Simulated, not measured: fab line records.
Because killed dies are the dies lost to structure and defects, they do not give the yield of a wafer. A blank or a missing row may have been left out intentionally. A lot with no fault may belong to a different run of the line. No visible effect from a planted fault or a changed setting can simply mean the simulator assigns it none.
A single fault, viewed from 2 desks | flow n5Finfet | what lay behind the numbers comes last; until then each desk has only its own

== FROM THE METROLOGY DESK ==
What the gauges read for every lot (on any tool): the sampled wafers with a number, averaged. Any lot whose mean is over 4 standard deviations away from the usual mean is out of limits and marked OUT; that distance is given in the brackets. Shown here are 7 of its 12 readings, the ones lying furthest out on some lot.
Columns: A = CJ_N at N5_BEOL_M4_RC_MEAS_101, usual 4.32; B = DIBL_N at N5_BEOL_M4_RC_MEAS_101, usual 36.1 mV/V; C = DIBL_P at N5_BEOL_M4_RC_MEAS_101, usual 36 mV/V; D = ION_N at N5_BEOL_M4_RC_MEAS_101, usual 674 uA/um; E = SS_N at N5_BEOL_M4_RC_MEAS_101, usual 71.6 mV/dec; F = VT_N at N5_BEOL_M4_RC_MEAS_101, usual 249 mV; G = M5_ILD_THK at N5_BEOL_M5_THK_MEAS_01, usual 121.6 nm
lot  | first seen here | A    | B    | C  | D   | E    | F   | G
L712 | day 10 20:59    | 4.21 | 37.4 | 37 | 669 | 71.6 | 249 | 125.0
L715 | day 11 20:04    | 4.33 | 38.0 | 40 | 687 | 71.9 | 246 | 123.5
L714 | day 12 02:29    | 4.36 | 35.4 | 33 | 668 | 71.8 | 254 | 123.9
L718 | day 12 13:42    | 4.34 | 34.4 | 34 | 668 | 70.7 | 249 | 121.4
L716 | day 12 16:52    | 4.18 | 34.9 | 35 | 673 | 71.1 | 249 | 122.6
L721 | day 14 01:37    | 4.22 | 30.9 | 30 | 652 | 70.0 | 256 | 121.6
L729 | day 15 19:12    | 4.36 | 34.9 | 37 | 675 | 72.1 | 252 | 122.2
L730 | day 15 19:40    | 4.27 | 36.4 | 36 | 676 | 71.5 | 246 | 121.9
L731 | day 17 04:29    | 4.38 | 35.7 | 37 | 669 | 71.9 | 250 | 120.5
L735 | day 17 10:15    | 4.31 | 38.3 | 40 | 681 | 72.5 | 246 | 123.1
This desk's verdict: no lot among the 10 shows anything out of limits.

== DESK OF THE TOOL OWNER: pecvd-04 ==
The tool's own readings at N5_ZERO_LAYER_PECVD_02 (deposits SiO2 from SiH4/N2O, target thk 10 nm, time 6 s): means of the sampled wafers that have a number, for each lot that ran on this tool. Any lot whose mean is over 4 standard deviations away from the usual mean is out of limits and marked OUT; that distance is given in the brackets.
Columns: A = heaterPowerW at N5_ZERO_LAYER_PECVD_02, usual 809 W; B = showerheadPlenumPTorr at N5_ZERO_LAYER_PECVD_02, usual 8.13 Torr
lot  | first seen here | A   | B
L714 | day 2 00:18     | 805 | 8.23
L715 | day 2 06:17     | 861 | 8.17
L716 | day 2 12:30     | 865 | 8.11
L721 | day 3 18:17     | 810 | 8.17
L735 | day 7 06:19     | 801 | 8.18
This desk's verdict: no lot among the 5 shows anything out of limits.

== ALL TOGETHER ==
Nothing out of limits was seen by the metrology desk.
The tool owner's desk saw nothing out of limits.

== WHAT HAD BEEN PUT IN BY THE SIMULATOR ==
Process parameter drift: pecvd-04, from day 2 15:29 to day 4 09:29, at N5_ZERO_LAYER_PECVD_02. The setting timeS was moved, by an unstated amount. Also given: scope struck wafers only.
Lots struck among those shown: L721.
